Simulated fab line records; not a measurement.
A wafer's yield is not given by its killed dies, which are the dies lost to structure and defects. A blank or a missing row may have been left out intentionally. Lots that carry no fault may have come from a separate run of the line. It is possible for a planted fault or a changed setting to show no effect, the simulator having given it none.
fab line records	flow nandHarc
record: lots: 11	wafers: 30	lastDay: 24
route steps=1159 shown P_BONDPAD@380 A_ONON_D1@446 A_CHANNEL_HOLE_D1@466
lots that met no fault: from a run of the same line without faults
startH: hours from the record's first day to the start of the lot's first wafer shown	waitH: hours since the lot's step before	" repeats the value in the row above	L1.1+2: one row covering several wafers at once	- no value present, or no start provided	* or withheld: withheld	< > ~ a bound
route shown NAME@n: a module of which the file shows steps, and the number in the route of the first	usual: the fault-free wafers' mean and standard deviation	same: alike in all rows	chamber/n: place in a boat	sites: each site's reading	_std_site: how widely they spread, as a standard deviation	_edge_site: the outer-site mean with the inner-site mean subtracted	radiusMm: how far each site lies from the wafer's centre	mask NAME#n: copy n	behind: the most recent tool/chamber to have shaped the wafer	hold: reason for holding the lot/hours on hold/outcome of the hold	device: the transistor (n, p or np) that didn't switch	end of line: the same wafers' tests at the end of the route	a step with no rows: only its recipe	killed: the dies lost at the first sort to structure and to defects; this is not the yield of the wafer	map: shows each die of a wafer: x if killed, . if not, _ if none is there
set.NAME: the setting as run; set.NAME@STEP: as run at that earlier step	model.NAME: the simulator's own value behind a step, which no gauge read
one table for each step of the route and one row for each wafer, over a sample of lots
services: the hour from which a tool's chamber was out of use, counted from the record's first day as startH (under 0 if before that day), plus the number of hours and why
== steps ==
step: NHARC_P_BONDPAD_CMP_19
recipe: tOverpolishS: 30	cuRecessTouchS: 16	targetThkNm: 160.81
usual: motorCurrentA: 12.0/1.7	overpolishRunS: 30.000/0.0095	slurryFlowMlMin: 150.0/0.46
lot.wafer	tool	chamber	startH	waitH	motorCurrentA	overpolishRunS	slurryFlowMlMin
L395.1	cmp-03	3	141.65	-	9.5	30.003	150.1
L395.6	"	0	"	"	14.4	29.986	150.1
L395.5	"	1	"	"	11.3	29.998	150.2
L397.2	cmp-03	0	148.38	-	15.3	30.018	149.9
L397.3	"	3	"	"	9.8	29.992	150.7
L397.5	"	1	"	"	11.4	30.021	149.1
L398.1	cmp-02	0	149.24	-	10.5	29.983	150.4
L398.6	"	1	"	"	13.5	30.007	150.0
L398.5	"	2	"	"	14.4	30.018	149.5
L396.4	cmp-02	2	149.81	-	14.9	30.012	149.4
L396.2	"	3	"	"	11.3	30.004	150.7
L396.6	"	0	"	"	10.4	30.010	150.7
L402.4	cmp-02	2	177.05	-	14.4	29.998	150.5
L402.1	"	0	"	"	10.9	29.997	150.5
L402.6	"	2	"	"	14.0	30.010	150.2
L401.4	cmp-02	2	179.31	-	14.4	30.011	150.8
L401.1	"	0	"	"	10.8	29.992	150.3
L401.6	"	2	"	"	14.6	30.007	149.7
L404.2	cmp-04	2	189.89	-	10.0	30.005	149.0
L404.3	"	3	"	"	10.8	29.997	150.3
L404.5	"	1	"	"	9.7	29.993	150.3
L406.1	cmp-02	3	208.22	-	10.6	30.004	150.3
L408.1	cmp-02	2	224.24	-	14.7	30.009	150.2
L408.2	"	3	"	"	10.7	29.996	150.6
L414.3	cmp-02	2	243.85	-	14.1	29.996	150.0
L414.1	"	3	"	"	11.2	29.992	150.3
L414.4	"	1	"	"	13.1	29.992	150.1
L415.3	cmp-04	3	254.31	-	10.6	29.999	150.9
L415.1	"	0	"	"	12.9	30.004	150.8
L415.2	"	2	"	"	10.7	30.009	150.3
step: NHARC_A_ONON_D1_DEP_33
recipe: targetThkA: 2000	tempC: 400	pressureTorr: 6.5	rfW: 900	teosFlowSccm: 161.4	flowSccm: 2650	targetThkNm: 200	gas: O2	material: SiO2
usual: heaterPowerW: 616/87	mfcPrecursorSccm: 161.4/0.48	rfFwdPowerW: 898/3	susceptorTempC: 400.04/0.21	throttleValvePct: 15.9/0.44
lot.wafer	tool	chamber	startH	waitH	heaterPowerW	mfcPrecursorSccm	rfFwdPowerW	susceptorTempC	throttleValvePct
L395.1	pecvd-03	2	178.42	0.3	611	161.5	895	400.02	15.6
L395.5	"	1	"	"	739	161.4	898	400.11	15.6
L395.6	"	0	"	"	618	160.9	897	399.84	16.7
L396.2	pecvd-01	2	185.17	0.1	422	161.3	898	399.82	16.1
L396.6	"	1	"	"	616	161.9	898	400.10	15.6
L396.4	"	2	"	"	439	161.7	899	400.00	16.3
L397.3	pecvd-03	2	185.18	0.1	553	161.8	899	400.14	15.4
L397.2	"	1	"	"	630	160.7	896	399.92	15.4
L397.5	"	0	"	"	768	161.6	898	399.89	16.4
L398.1	pecvd-02	2	185.27	0.2	590	161.3	898	399.72	15.5
L398.6	"	0	"	"	698	161.2	901	400.21	15.5
L398.5	"	1	"	"	728	161.9	900	400.04	16.1
L402.1	pecvd-03	0	218.56	0.1	623	162.5	898	400.04	16.5
L402.4	"	2	"	"	586	161.4	900	400.14	15.8
L402.6	"	0	"	"	647	162.0	895	399.81	16.8
L401.1	pecvd-03	0	219.10	0.6	661	161.2	900	400.13	16.4
L401.4	"	2	"	"	583	161.3	897	400.19	16.0
L401.6	"	0	"	"	682	161.5	903	399.79	16.6
L404.2	pecvd-03	2	229.65	0.1	597	160.9	896	399.92	15.8
L404.3	"	0	"	"	761	160.5	899	400.27	16.7
L404.5	"	1	"	"	550	161.9	898	400.42	15.8
L406.1	pecvd-03	2	244.48	0.1	511	148.2	898	399.83	15.7
L408.2	pecvd-03	2	260.00	0.1	555	149.2	899	399.76	15.7
L408.1	"	0	"	"	695	161.2	898	400.24	16.5
L414.3	pecvd-02	2	279.84	0.1	610	161.8	891	400.31	15.4
L414.1	"	0	"	"	543	161.3	903	399.98	15.9
L414.4	"	1	"	"	791	160.9	898	399.85	16.5
L415.1	pecvd-01	0	290.82	0.1	614	161.3	899	399.94	15.0
L415.2	"	1	"	"	576	162.0	902	400.69	16.1
L415.3	"	2	"	"	506	161.8	896	399.92	15.7
step: NHARC_A_ONON_D1_THK_MEAS_34
recipe: thkMeasGauge: ellipsometry
usual: thkNm: 200.7/2.9
lot.wafer	tool	chamber	startH	waitH	hold	thkNm
L395.1	filmMetro-02	-	178.78	-	-	196.7
L395.5	"	-	"	"	-	198.0
L395.6	"	-	"	"	-	202.6
L396.2	filmMetro-01	-	185.55	-	-	200.7
L396.4	"	-	"	"	-	206.0
L396.6	"	-	"	"	-	205.7
L397.2	filmMetro-02	-	185.62	-	-	198.8
L397.3	"	-	"	"	-	201.6
L397.5	"	-	"	"	-	203.1
L398.1	filmMetro-01	-	185.62	-	-	195.2
L398.5	"	-	"	"	-	199.6
L398.6	"	-	"	"	-	200.5
L402.1	filmMetro-02	-	218.92	-	-	198.2
L402.4	"	-	"	"	-	202.3
L402.6	"	-	"	"	-	198.9
L401.1	filmMetro-01	-	219.50	-	-	201.4
L401.4	"	-	"	"	-	201.6
L401.6	"	-	"	"	-	206.6
L404.2	filmMetro-02	-	230.07	-	-	201.3
L404.3	"	-	"	"	-	201.0
L404.5	"	-	"	"	-	199.9
L406.1	filmMetro-01	-	244.85	-	awaitDispo/0.2h/release	182.5
L406.1	filmMetro-01	-	245.02	0.2	-	185.1
L408.1	filmMetro-02	-	260.42	-	awaitDispo/0.2h/release	201.0
L408.2	"	-	"	"	awaitDispo/0.2h/release	185.8
L408.1	filmMetro-02	-	260.59	0.2	-	198.5
L408.2	"	-	"	"	-	182.6
L414.1	filmMetro-01	-	280.25	-	-	200.0
L414.3	"	-	"	"	-	204.0
L414.4	"	-	"	"	-	206.3
L415.1	filmMetro-01	-	291.23	-	-	198.6
L415.2	"	-	"	"	-	200.6
L415.3	"	-	"	"	-	202.8
step: NHARC_A_CHANNEL_HOLE_D1_ETCH_38
recipe: targetDepthA: 390	overEtchFrac: 0.3	timeS: 65	ionEnergyEv: 80	cf4FlowSccm: 150	arFlowSccm: 0	rfW: 300	biasW: 100	chemistry: CF4
usual: drypumpMotorCurrentA: 5.7/0.49	oesProductAu: 1.001/0.0096	rfFwdPowerW: 297.3/1.1	rfVppV: 151.4/1.2	showerheadPlenumPTorr: 1.78/0.064	throttleValvePct: 13.284/0.0091
lot.wafer	tool	chamber	startH	waitH	drypumpMotorCurrentA	oesProductAu	rfFwdPowerW	rfHoursCounterH	rfVppV	showerheadPlenumPTorr	throttleValvePct
L395.1	rieDiel-11	2	184.14	0.1	6.2	1.010	296.9	11	152.3	1.84	13.287
L395.6	"	0	"	"	6.3	1.001	296.7	-	150.8	1.77	13.281
L395.5	"	1	"	"	6.1	0.988	297.6	-	151.3	1.83	13.280
L396.2	rieDiel-11	1	188.44	0.1	6.1	0.977	297.1	11	152.5	1.83	13.272
L396.4	"	0	"	"	6.3	0.994	294.7	12	153.6	1.77	13.289
L396.6	"	1	"	"	6.0	0.970	297.7	-	152.5	1.83	13.294
L397.3	rieDiel-04	2	189.02	0.1	6.5	0.989	296.5	3	152.5	1.84	13.286
L397.2	"	1	"	"	5.3	1.012	296.5	3	149.8	1.75	13.277
L397.5	"	3	"	"	5.2	1.004	296.3	-	152.1	1.78	13.299
L398.1	rieDiel-06	1	189.65	0.1	5.2	1.017	300.2	9	149.7	1.66	13.279
L398.6	"	2	"	"	5.8	0.999	298.6	-	150.2	1.72	13.284
L398.5	"	3	"	"	5.9	1.009	295.8	-	153.6	1.83	13.275
L402.4	rieDiel-04	3	222.01	0.1	5.2	1.006	296.2	6	149.9	1.78	13.277
L402.1	"	2	"	"	6.5	1.005	296.8	6	153.8	1.84	13.295
L402.6	"	3	"	"	5.2	1.001	296.8	-	153.8	1.78	13.282
L401.1	rieDiel-06	3	222.59	0.1	5.9	0.992	296.1	12	152.0	1.83	13.285
L401.4	"	1	"	"	5.2	0.989	298.8	11	149.3	1.66	13.307
L401.6	"	2	"	"	5.8	0.997	298.6	-	150.5	1.72	13.289
L404.2	rieDiel-04	0	233.10	0.1	5.4	0.992	295.2	6	152.7	1.88	13.275
L404.3	"	1	"	"	5.2	1.009	298.4	7	151.1	1.75	13.281
L404.5	"	3	"	"	5.2	0.993	297.1	-	152.7	1.78	13.280
L406.1	rieDiel-04	0	257.76	0.1	5.4	1.000	297.6	7	151.7	1.88	13.291
L408.1	rieDiel-04	3	267.44	0.1	5.2	0.999	296.9	9	150.7	1.78	13.294
L408.2	"	0	"	"	5.3	1.008	298.2	8	153.5	1.88	13.285
L414.3	rieDiel-06	1	283.34	0.1	5.2	1.023	298.2	3	149.1	1.65	13.296
L414.1	"	0	"	"	5.0	0.995	299.3	3	150.3	1.72	13.287
L414.4	"	0	"	"	5.0	0.996	298.4	-	149.6	1.72	13.284
L415.3	rieDiel-11	3	294.24	0.1	5.6	0.997	296.0	4	150.4	1.77	13.296
L415.1	"	0	"	"	6.3	0.995	298.0	5	150.9	1.77	13.282
L415.2	"	2	"	"	6.2	1.011	296.0	6	151.5	1.83	13.287
step: NHARC_A_CHANNEL_HOLE_D1_ETCH_39
recipe: targetDepthA: 2600	overEtchFrac: 0.3	timeS: 325	ionEnergyEv: 200	n2FlowSccm: 150	h2FlowSccm: 150	arFlowSccm: 0	rfW: 400	biasW: 150	chemistry: N2/H2
usual: drypumpMotorCurrentA: 5.7/0.5	oesProductAu: 1.001/0.01	rfFwdPowerW: 399.3/1.2	rfVppV: 430.6/2.3	showerheadPlenumPTorr: 2.05/0.079	throttleValvePct: 14.172/0.0082
lot.wafer	tool	chamber	startH	waitH	drypumpMotorCurrentA	oesProductAu	rfFwdPowerW	rfHoursCounterH	rfVppV	showerheadPlenumPTorr	throttleValvePct
L395.1	rieDiel-11	0	-	-	6.3	1.006	399.8	11	430.0	2.04	14.175
L395.5	"	0	"	"	6.3	1.004	401.8	-	430.7	2.04	14.170
L395.6	"	1	"	"	6.1	0.978	398.2	-	431.9	2.12	14.163
L396.4	rieDiel-11	3	-	-	5.6	1.005	399.9	12	430.5	2.04	14.161
L396.2	"	0	"	"	6.3	0.997	400.1	12	430.7	2.04	14.158
L396.6	"	0	"	"	6.3	0.991	399.3	-	431.5	2.04	14.167
L397.3	rieDiel-04	2	-	-	6.5	1.000	398.7	4	433.4	2.13	14.168
L397.2	"	1	"	"	5.3	1.017	398.5	3	430.4	2.01	14.170
L397.5	"	1	"	"	5.3	1.010	399.5	-	429.6	2.01	14.165
L398.1	rieDiel-06	3	-	-	6.0	1.000	398.2	9	431.5	2.12	14.197
L398.6	"	3	"	"	5.9	1.012	396.9	-	432.6	2.12	14.177
L398.5	"	0	"	"	5.0	1.003	402.5	-	428.7	1.97	14.164
L402.1	rieDiel-04	3	-	-	5.2	1.004	400.0	6	431.5	2.05	14.184
L402.4	"	1	"	"	5.3	1.010	399.4	6	431.0	2.01	14.180
L402.6	"	2	"	"	6.5	1.005	398.9	-	431.6	2.13	14.173
L401.4	rieDiel-06	3	-	-	5.9	1.011	399.2	12	433.1	2.12	14.193
L401.1	"	0	"	"	5.0	0.997	397.9	12	428.1	1.97	14.170
L401.6	"	3	"	"	5.9	1.009	399.4	-	432.4	2.12	14.171
L404.3	rieDiel-04	0	-	-	5.4	1.005	399.1	6	433.7	2.18	14.169
L404.2	"	1	"	"	5.2	1.002	399.5	7	429.3	2.01	14.174
L404.5	"	3	"	"	5.2	1.008	397.1	-	431.6	2.05	14.159
L406.1	rieDiel-04	0	-	-	5.4	1.008	398.4	8	434.1	2.18	14.168
L408.2	rieDiel-04	1	-	-	5.3	1.001	400.1	10	428.9	2.01	14.174
L408.1	"	3	"	"	5.2	0.993	398.6	9	431.0	2.05	14.167
L414.3	rieDiel-06	3	-	-	5.9	1.002	399.0	3	432.4	2.12	14.186
L414.1	"	0	"	"	4.9	1.010	400.0	3	427.9	1.97	14.176
L414.4	"	1	"	"	5.2	1.010	399.3	-	425.6	1.89	14.172
L415.3	rieDiel-11	3	-	-	5.7	0.990	398.4	4	431.7	2.04	14.170
L415.2	"	0	"	"	6.3	0.991	400.1	5	430.1	2.04	14.171
L415.1	"	2	"	"	6.3	1.007	402.1	6	433.7	2.12	14.196
== services ==
tool	chamber	startH	hours	kind
rieDiel-04	1	124.64	1.5	repair
cmp-02	-	128.50	4.0	pm
cmp-04	-	143.06	22.6	repair
cmp-02	-	144.68	4.3	repair
cmp-03	-	152.64	2.1	repair
pecvd-02	-	153.00	13.0	pm
cmp-03	-	157.00	4.0	pm
rieDiel-06	0	174.83	3.5	repair
rieDiel-04	3	175.33	1.6	repair
cmp-02	-	184.85	0.4	repair
rieDiel-04	0	187.04	9.1	repair
rieDiel-11	-	189.50	9.0	pm
cmp-04	-	204.23	4.0	pm
cmp-03	-	209.27	1.8	repair
cmp-03	-	211.30	10.5	repair
rieDiel-06	1	213.43	2.9	repair
pecvd-01	1	217.07	6.2	repair
pecvd-03	-	225.87	0.3	repair
cmp-02	-	226.61	4.0	pm
cmp-04	-	227.95	1.3	repair
rieDiel-06	-	241.65	9.0	pm
rieDiel-11	3	275.79	8.4	repair
rieDiel-04	-	289.22	9.0	pm
pecvd-03	-	292.19	13.0	pm
== key ==
firstSign: step: NHARC_A_ONON_D1_DEP_33	reading: mfcPrecursorSccm	direction: down	sigmas: 27	usual: 161.4	struck: 148.7
effect: step: NHARC_A_ONON_D1_THK_MEAS_34	reading: visit	direction: added
effect: step: NHARC_A_ONON_D1_THK_MEAS_34	reading: thkNm	direction: down	sigmas: 5.6	usual: 200.7	struck: 184.2
metAt NHARC_A_ONON_D1_DEP_33
struckLots L406,L408
struckWafers L406.1,L408.2
testerLeftOut L406,L408
notActingAt NHARC_P_BONDPAD_CMP_19,NHARC_A_CHANNEL_HOLE_D1_ETCH_38,NHARC_A_CHANNEL_HOLE_D1_ETCH_39
onsetBetween 229.65 244.48
fault: kind: processParameterDrift	tool: pecvd-03	chamber: 2	onsetH: 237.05	steps: NHARC_A_ONON_D1_DEP_33	channel: teosFlowSccm	offset: *	shape: step	endH: 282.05	actsIn: *	stated: *
testerLeftOut: of these lots the tester's yield and bins aren't shown, on N5 and GAA mostly nor the transistor test; their killed dies are dies lost to structure and defects alone, not to doping, threshold or leakage, so they don't give the yield
